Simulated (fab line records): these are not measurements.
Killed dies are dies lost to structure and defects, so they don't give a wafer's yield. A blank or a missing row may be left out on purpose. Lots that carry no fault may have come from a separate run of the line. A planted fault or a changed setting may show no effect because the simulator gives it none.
fab line records    flow n5Finfet
record lots=3  wafers=8  lastDay=16
route steps=1938 shown BEOL_M9@1410 PASSIVATION@1936
lots that met no fault: taken from a fault-free run of the same line
startH: the number of hours between the record's first day and the start of the first shown wafer of the lot    waitH: hours from the lot's prior step to this one    " identical to the entry in the row above    L1.1+2: a row that stands for several wafers    - no value, or no start was given    * or withheld: withheld    < > ~ a bound
route shown NAME@n: NAME is a module with steps in the file, n the number in the route of the first one    usual: the fault-free wafers' mean and standard deviation    same: alike in all rows    chamber/n: place in a boat    sites: readings site by site    _std_site: how widely they spread, as a standard deviation    _edge_site: the outer-site mean with the inner-site mean subtracted    radiusMm: how far each site lies from the wafer's centre    mask NAME#n: copy n    behind: the tool/chamber that last shaped the wafer    hold: the reason the lot was held/the length of the hold in hours/how it ended    device: whichever transistor did not switch (one of n, p or np)    end of line: the tests these same wafers got at the end of their route    a step with no rows: only its recipe    killed: count of dies lost to structure and defects at first sort (not the wafer's yield)    map: dies across one wafer; x = killed, . = not, _ = none there
set.NAME: the setting the step ran with; set.NAME@STEP: the setting that earlier step ran with    model.NAME: the simulator's own value behind a step, which no gauge read
certain route steps with their lots: each step a table, each wafer a row
## steps
# step N5_BEOL_M9_SOFTBAKE_06
# recipe tempC=110  timeS=60  resist=CAR-ArF
# step N5_BEOL_M9_EXPOSE_08
# recipe maskId=M9  na=1.35  sourceShape=dipole  sigmaInner=0.411  sigmaOuter=0.611  polarization=te  doseMj=53.75
# step N5_BEOL_M9_PEB_09
# recipe pebTempC=withheld  pebTimeS=60  resist=CAR-ArF
# step N5_BEOL_M9_DEVELOP_10
# recipe developTimeS=30  developer=TMAH  resist=CAR-ArF  rinseLiquid=diw  dry=airSpin  devTempC=23
# step N5_BEOL_M9_DESCUM_16
# recipe chemistry=O2  timeS=7.9  sourcePowerW=50  biasPowerW=20  pressureMtorr=20  rfFrequencyHz=2.712e+07  tempC=40  resist=CAR-ArF  o2FlowSccm=225
# step N5_BEOL_M9_ETCH_61
# recipe chemistry=CF4  target=SiARC  targetDepthA=390  maskMaterial=CAR-ArF  timeS=65  ionEnergyEv=80  pressureMtorr=40  sourceW=545  biasW=36  Ar_flow_sccm=100  cf4FlowSccm=100  ends=cleared
# step N5_BEOL_M9_ETCH_62
# recipe chemistry=N2/H2  target=SOC  targetDepthA=1100  overetchA=220  maskMaterial=SiARC  tempC=40  timeS=165  ionEnergyEv=200  pressureMtorr=30  sourceW=840  biasW=150  n2FlowSccm=200  h2FlowSccm=200
# step N5_BEOL_M9_STRIP_68
# recipe chemistry=N2/H2  tempC=40  n2FlowSccm=200  h2FlowSccm=200  rfFrequencyHz=6e+07
# step N5_BEOL_M9_STRIP_67
# recipe chemistry=CF4  resist=SiARC  powerW=300  biasPowerW=75  pressureMtorr=50  cf4FlowSccm=150  rfFrequencyHz=6e+07
# step N5_BEOL_M9_HM_OPEN_17
# recipe chemistry=Cl2/BCl3  targetDepthA=200  overetchA=60  target=TiN  maskMaterial=SOC  ionEnergyEv=150  pressureMtorr=10  icpW=1000  biasW=126  Cl2_flow_sccm=53.25  bcl3FlowSccm=21.75  Ar_flow_sccm=25
# usual bcl3FlowSccm=21.76/0.064  drypumpMotorCurrentA=5.89/0.25  mfcCl2Sccm=53.26/0.16  oesProductAu=0.66/0.055  throttleValvePct=22.26/0.23
lot.wafer  tool         chamber  startH  waitH  bcl3FlowSccm  drypumpMotorCurrentA  mfcCl2Sccm  oesProductAu  rfHoursCounterH  throttleValvePct
L476.1     rieMetal-03  1        266.99  0.0    21.64         5.57                  53.31       0.68          37               22.21
L476.4     "            1        "       "      21.63         5.56                  53.17       0.68          -                22.22
L476.5     "            0        "       "      21.84         5.79                  53.15       0.67          -                22.25
L477.1     rieMetal-01  0        283.17  0.0    21.70         6.31                  53.39       0.70          24               22.32
L477.2     "            1        "       "      21.83         6.04                  53.23       0.64          56               22.09
L484.1     rieMetal-01  0        332.73  0.0    21.78         6.30                  53.36       0.69          28               22.29
L484.2     "            1        "       "      21.72         6.03                  53.13       0.62          60               22.13
L484.5     "            0        "       "      21.76         6.29                  53.13       0.69          -                22.31
# step N5_BEOL_M9_STRIP_19
# recipe chemistry=O2  powerW=400  tempC=40  pressureMtorr=30  rfFrequencyHz=6e+07  biasPowerW=0  overashFraction=0.2  o2FlowSccm=225
# step N5_BEOL_M9_COAT_63
# recipe resist=SOC  tempC=250  timeS=60  spinRpm=1500  resistThkNm=60
# step N5_BEOL_M9_COAT_64
# recipe resist=SiARC  tempC=220  timeS=60  spinRpm=1500  resistThkNm=12
# step N5_BEOL_M9_COAT_75
# recipe resist=underlayer  tempC=205  timeS=60  spinRpm=1500  resistThkNm=5
# step N5_BEOL_M9_COAT_22
# recipe resist=CAR-EUV  spinRpm=1500  resistThkNm=30
# step N5_BEOL_M9_EBR_24
# recipe solvent=PGMEA  ebrWidthMm=1.5
# step N5_BEOL_M9_SOFTBAKE_23
# recipe tempC=110  timeS=60  resist=CAR-EUV
# step N5_BEOL_M9_EXPOSE_25
# recipe maskId=V8  na=0.33  sourceShape=annular  sigmaInner=0.4  sigmaOuter=0.8  polarization=unpolarized  doseMj=37.25
# step N5_BEOL_M9_PEB_26
# recipe pebTempC=100  pebTimeS=60  resist=CAR-EUV
# step N5_BEOL_M9_DEVELOP_27
# recipe developTimeS=30  developer=TMAH  resist=CAR-EUV  rinseLiquid=surfactantRinse  dry=airSpin  devTempC=23
# step N5_BEOL_M9_DESCUM_33
# recipe chemistry=O2  timeS=7  sourcePowerW=50  biasPowerW=20  pressureMtorr=20  rfFrequencyHz=2.712e+07  tempC=40  resist=CAR-EUV  o2FlowSccm=225
# step N5_BEOL_M9_ETCH_76
# recipe chemistry=N2/H2  target=underlayer  targetDepthA=65  maskMaterial=CAR-EUV  timeS=5.2  ionEnergyEv=200  pressureMtorr=30  sourceW=840  biasW=150  n2FlowSccm=200  h2FlowSccm=200  ends=cleared
# step N5_BEOL_M9_ETCH_65
# recipe chemistry=CF4  target=SiARC  targetDepthA=156  maskMaterial=CAR-EUV  timeS=26  ionEnergyEv=80  pressureMtorr=40  sourceW=545  biasW=36  Ar_flow_sccm=100  cf4FlowSccm=100  ends=cleared
# step N5_BEOL_M9_ETCH_66
# recipe chemistry=N2/H2  target=SOC  targetDepthA=800  overetchA=160  maskMaterial=SiARC  tempC=40  timeS=120  ionEnergyEv=200  pressureMtorr=30  sourceW=840  biasW=150  n2FlowSccm=200  h2FlowSccm=200
# step N5_BEOL_M9_STRIP_69
# recipe chemistry=N2/H2  tempC=40  n2FlowSccm=200  h2FlowSccm=200  rfFrequencyHz=6e+07
# step N5_BEOL_M9_STRIP_77
# recipe chemistry=N2/H2  tempC=40  n2FlowSccm=200  h2FlowSccm=200  rfFrequencyHz=6e+07
# step N5_BEOL_M9_VIA_ETCH_34
# recipe chemistry=C4F6/O2  target=SiCOH_lowk  targetDepthA=1824  maskMaterial=SOC  taperDeg=4  timeS=68.4  ionEnergyEv=250  pressureMtorr=30  sourceW=345  biasW=185  Ar_flow_sccm=300  C4F6_flow_sccm=10  O2_flow_sccm=10
# step N5_BEOL_M9_STRIP_73
# recipe chemistry=C4F6/O2  resist=SiARC  rfFrequencyHz=6e+07
# step N5_BEOL_M9_STRIP_36
# recipe chemistry=N2/H2  powerW=450  tempC=40  pressureMtorr=20  rfFrequencyHz=6e+07  overashFraction=0.3  biasPowerW=7  h2Frac=0.5  n2FlowSccm=200  h2FlowSccm=200
# step N5_BEOL_M9_TRENCH_ETCH_37
# recipe chemistry=C4F6/O2  targetDepthA=1514.3  target=SiCOH_lowk  timeS=49  ionEnergyEv=250  pressureMtorr=30  sourceW=345  biasW=185  Ar_flow_sccm=300  C4F6_flow_sccm=10  O2_flow_sccm=10
# step N5_BEOL_M9_ETCH_41
# recipe chemistry=CH3F/O2  target=SiCN  targetDepthA=366  taperDeg=2  timeS=70.1  ionEnergyEv=120  maskMaterial=TiN  pressureMtorr=30  sourceW=395  biasW=75  Ar_flow_sccm=150  CH3F_flow_sccm=30  O2_flow_sccm=20
# step N5_BEOL_M9_STRIP_80
# recipe chemistry=N2/H2  timeS=10  powerW=450  tempC=40  pressureMtorr=20  rfFrequencyHz=6e+07  biasPowerW=7  n2FlowSccm=200  h2FlowSccm=200
# step N5_BEOL_M9_HM_STRIP_39
# recipe chemistry=peroxideTinStrip  material=TiN  targetDepthA=250  tempC=50  timeS=158
# step N5_BEOL_M9_SRD_40
# recipe timeS=30  tempC=23  rinseLiquid=diw  dry=ipaMarangoni
# step N5_PASSIVATION_PROBE_49
# usual defectLimitedYield=91.2/1.4  killed_at_M0_to_M3=32/9.3  killed_at_M4_up=14/4.9  killedAtContacts=15/7.5  killedAtFrontEnd=40/11  killedAtOther=4/3.3  killedDies=104/17  killedOpen=68/14  killedShort=33/7.9  sort_bin_5_function=5.2/0.99  sort_bin_6_memory=3.2/0.65  sort_bin_8_speed=0.03/0.19  sortNPass=1076/17  sortYieldPct=91.1/1.5
# same grossDies=1180  killedAtBackSide=0  sort_bin_4_leakage[%]=0
lot.wafer  tool       chamber  startH  waitH  defectLimitedYield[%]  killed_at_M0_to_M3  killed_at_M4_up  killedAtContacts  killedAtFrontEnd  killedAtOther  killedDies  killedOpen  killedShort  sort_bin_5_function[%]  sort_bin_6_memory[%]  sort_bin_8_speed[%]  sortNPass  sortYieldPct[%]
L484.1     prober-01  -        390.69  0.0    79.9                   135                 58               4                 39                1              237         52          38           12.2                    5.0                   0                    943        79.9
L484.2     prober-01  -        390.74  0.1    76.4                   125                 109              14                30                1              279         57          26           15.6                    6.1                   0                    901        76.4
L484.5     prober-01  -        390.89  0.2    77.6                   138                 72               7                 43                4              264         58          35           14.0                    5.1                   0                    916        77.6
# killed by level:class
L484.1 BEOL_M3:unspecified=93 BEOL_M9:unspecified=54 BEOL_M0_SAQP:geometricParticle:short=15 BEOL_M0_SAQP:geometricParticle:open=11 FIN_SAQP:geometricParticle:open=9 FIN_SAQP:geometricParticle:short=6 STI_FIN_REVEAL:geometricParticle:open=6 BEOL_M3:geometricParticle:open=6
L484.2 BEOL_M3:unspecified=98 BEOL_M9:unspecified=98 MOL_CONTACT_COAG:geometricParticle:open=10 FIN_SAQP:geometricParticle:open=9 BEOL_M0_SAQP:geometricParticle:short=9 BEOL_M0_SAQP:geometricParticle:open=8 STI_FIN_REVEAL:geometricParticle:open=7 BEOL_M2:geometricParticle:open=6
L484.5 BEOL_M3:unspecified=101 BEOL_M9:unspecified=60 BEOL_M0_SAQP:geometricParticle:open=14 FIN_SAQP:geometricParticle:short=12 HKMG_FIN:areaEtch=10 BEOL_M2:geometricParticle:open=8 STI_FIN_REVEAL:geometricParticle:open=7 MOL_CONTACT_COAG:geometricParticle:open=7
# map L484.2 (x killed, . not)
_________________............________________
______________.x................_____________
___________.....................x..__________
__________....x.x..x...x....x......._________
________.x....x......................._______
_______......x.........................______
______..................x....x.........x_____
_____.....x..x...x..x........x...........____
____..x..............x....x............x..___
___.....x.x...............x...............x__
___.x...x...x.............x....x....x......__
__...xx.xx.................................._
__xxxxxxxxxx.x.....x...................x...._
_x.xxxxxxxx.x.xx..x..............x...x.......
_.xxxxxxxxxxx.x.....x.......x...........x....
_xxxxxxxxxxxxx..x......x...............x.....
_.xxxxxxxxxxx........x.......x......x........
_xxxxxxxxxxxx........x.x.....................
_..xxxxxxxxxx.x..........x..x.xxx......x.....
_x.xxxxxxx..............xxxxxx.x.....x.....x.
_...x..xxx.x.x.......xxx..xxxxx.x............
__x.....xxx..........xxxxxxxxxxxxx.........._
__..x.................xxxxxxxxxxxx.........._
___.....x.............xxxxxxxxxxx.xx..x....__
___.x.........x......x.xxxxxxxxxx..........__
____...............x..x.xxxxxxxxxxx.......___
_____....x...........xxxxxxxxx.xx........____
______...........x.....x.xxxxx.x........_____
_______....x............x..x.x..x...x..______
________....x................x........_______
__________x.........x....x.........._________
___________...............x...x....__________
______________............x....x_____________
_________________..x.........________________
# map L477.2 (x killed, . not)
_________________............________________
______________...xx............._____________
___________.........x.............x__________
__________..x.x.x....x.............x_________
________.x...............x............_______
_______x...x......x..x....x............______
______.................................._____
_____.x...........x...........x.x...xx...____
____......xx.....................x........___
___.........x..x..x...x....xx..............__
___x......xx......x........x.......x.......__
__......x......x...............x..x........._
__.................x........................_
_...x..x...................x............x...x
_.....x.x....x....x..........................
_x..............x...x..x.x.....xx...........x
_.....xx.xx.x......x...x..x..x...........x...
_.x............x.......x...xx.......x.x......
_........x.x.xx...x.......x.......x.x........
_.........x....x.......x........xxx.....x....
_...x...x...........x..x....x...x............
__......x..............x...................._
__...............................x.x........_
___x........x......x.......................__
___......x.............x..x.....x..x..x....__
____...................................x..___
_____.........x......................x.x.____
______..............x..................._____
_______...x........x..........x.......x______
________....xx.........x..........x..._______
__________.........x...............x_________
___________....x.................x.__________
______________........x.x......._____________
_________________.........x..________________
## key
firstSign step=N5_PASSIVATION_PROBE_49  reading=killed_at_M4_up  direction=up  sigmas=13  usual=14  struck=80
moreKillsBornAt N5_BEOL_M9_HM_OPEN_17@rieMetal-01=212
metAt N5_BEOL_M9_HM_OPEN_17
struckWafers L484.1,L484.2,L484.5
baselineLoss step=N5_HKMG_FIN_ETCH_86  wafers=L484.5
onsetBetween 283.17 332.73
alsoFits time
earlierFault kind=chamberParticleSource  tool=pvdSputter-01  chamber=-  onsetH=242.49  steps=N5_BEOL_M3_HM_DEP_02  ratePerVisitCm2=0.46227
fault kind=chamberParticleSource  tool=rieMetal-01  chamber=-  onsetH=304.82  steps=N5_BEOL_M9_HM_OPEN_17  ratePerVisitCm2=0.46876
# baselineLoss: these wafers lose ten dies or more at that step, a loss of the line's own and not of a fault; the sort's usual values leave them out
